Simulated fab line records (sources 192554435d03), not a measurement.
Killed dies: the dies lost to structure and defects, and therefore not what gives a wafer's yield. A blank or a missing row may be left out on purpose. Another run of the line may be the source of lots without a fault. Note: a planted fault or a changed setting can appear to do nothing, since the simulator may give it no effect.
Split-lot trial ; flow n5_finfet ; 21 wafers read across 7 lots, on a route 1938 steps long

== THE SPLIT ==
At N5_BEOL_M4_COAT_67 (time 60 s, resist thk 60 nm), the setting spin_rpm was moved away from the recipe's 1500 rpm on 3 of the 21 wafers read, by -5.1% to +2.9%. For the rest of the wafers, this setting stayed at what the recipe calls for.

== FROM THE SPLIT TO THE READING: what the file shows between them, 4 steps ==
- N5_BEOL_M4_COAT_68: time 60 s, resist thk 12 nm
- N5_BEOL_M4_COAT_76: time 60 s, resist thk 5 nm
- N5_BEOL_M4_ALD_98: deposits SiO2, target thk 2.5 nm, pulse time 1 s, co reactant pulse time 1 s
- N5_BEOL_M4_ETCHBACK_99: etches SiO2 in CHF3, target depth 5 nm, time 10.4 s

== THE READING ==
etch.depth_nm (the simulator's own value, which no gauge read), in nm, at N5_BEOL_M4_ETCH_70 (etches SOC in N2/H2, target depth 80 nm, overetch 24 nm, time 130 s). The file gives no usual value for it. Average 60.16 nm, standard deviation 0.1 nm, over the 18 wafers here run with the recipe.

wafer;tool, chamber at the split;spin_rpm as run, rpm;against the recipe;etch.depth_nm, nm;against lot-mates on the recipe
L074.1;litho_track-01, 0;1500;recipe;60.15;-
L074.3;litho_track-01, 0;1500;recipe;60.2;-
L074.5;litho_track-01, 0;1500;recipe;60.06;-
L077.1;litho_track-04, 0;1500;recipe;60.09;-
L077.3;litho_track-04, 0;1500;recipe;60.2;-
L077.6;litho_track-04, 0;1500;recipe;60.12;-
L079.1;litho_track-04, 0;1500;recipe;60.08;-
L079.3;litho_track-04, 0;1500;recipe;60.08;-
L079.6;litho_track-04, 0;1500;recipe;60.11;-
L083.1;litho_track-03, 0;1500;recipe;60.2;-
L083.5;litho_track-03, 0;1500;recipe;60.2;-
L083.6;litho_track-03, 0;1500;recipe;60.21;-
L086.1;litho_track-04, 0;1500;recipe;60.47;-
L086.2;litho_track-04, 0;1500;recipe;60.23;-
L086.3;litho_track-04, 0;1500;recipe;60.22;-
L087.1;litho_track-03, 0;1544;+2.9%;59.31;-0.79
L087.5;litho_track-03, 0;1500;recipe;60.03;-
L087.6;litho_track-03, 0;1500;recipe;60.17;-
L095.1;litho_track-04, 0;1500;recipe;59.99;-
L095.3;litho_track-04, 0;1423;-5.1%;61.49;+1.50
L095.4;litho_track-04, 0;1423;-5.1%;61.6;+1.61

FIT RESULTS
A straight line over all 21 wafers: etch.depth_nm changes by -0.273 nm for each +1% of spin_rpm; r = -0.98; the points scatter about the line by 0.1 nm.
The same after taking each lot's own level away (the mean of its wafers on the recipe; 21 wafers): -0.297 nm for each +1%; r = -0.99; scatter 0.065 nm.
According to that fit, moving spin_rpm by its largest amount changes the reading by 1.5 nm.
Measured against the standard deviation above, the lots' own levels, which go from 59.990 to 60.307 nm, span 3.1 times it.
Consequently the slope shifts little with the lot-to-lot level, the two slopes agreeing.
Check: for one of the wafers moved furthest among these (-5.1%), held out of the fit, the line's prediction against its lot-mates is +1.56 nm. Against them it came out at +1.5 nm.

== ADDITIONAL SPLITS CARRIED BY THESE WAFERS ==
Note: prior to the reading, these wafers also went through further splits. Each is held against what the fit with the lots' levels taken away leaves over:
other split on the same wafers;wafers away from the commonest value;r with etch.depth_nm (lot level and that fit taken away)
N5_SD_ACTIVATION_LSA_01 temp_c;11;-0.03
N5_HKMG_FIN_DESCUM_53 time_s;7;+0.26
N5_HKMG_FIN_ETCH_54 source_w;5;-0.16
N5_GATE_CUT_ETCH_58 bias_w;7;-0.09
N5_MOL_CONTACT_COAG_EXPOSE_37 dose_mj;5;-0.11
N5_BEOL_M0_SAQP_ETCH_107 source_w;4;+0.13
N5_BEOL_M0_SAQP_COAT_34 spin_rpm;9;+0.00
N5_BEOL_M0_ETCH_109 bias_w;4;-0.12
N5_BEOL_M2_PECVD_72 time_s;9;-0.27

== THE WHOLE CHAIN: every reading that the file lists as answering this split, in the file's order ==
step;what it does;reading;change (the file's fit);r (the file's)
N5_BEOL_M4_COAT_67;time 60 s, resist thk 60 nm;SOC_of_BEOL_M4_COAT_67.thk_nm (the simulator's own value, which no gauge read);-0.279 nm for each +1% of the setting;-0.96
N5_BEOL_M4_ETCH_70;etches SOC in N2/H2, target depth 80 nm, overetch 24 nm, time 130 s;etch.depth_nm (the simulator's own value, which no gauge read);-0.295 nm for each +1% of the setting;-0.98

== THE FILE'S OWN FIT ==
etch.depth_nm changes by -0.295 nm for each +1% of spin_rpm, r = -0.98.
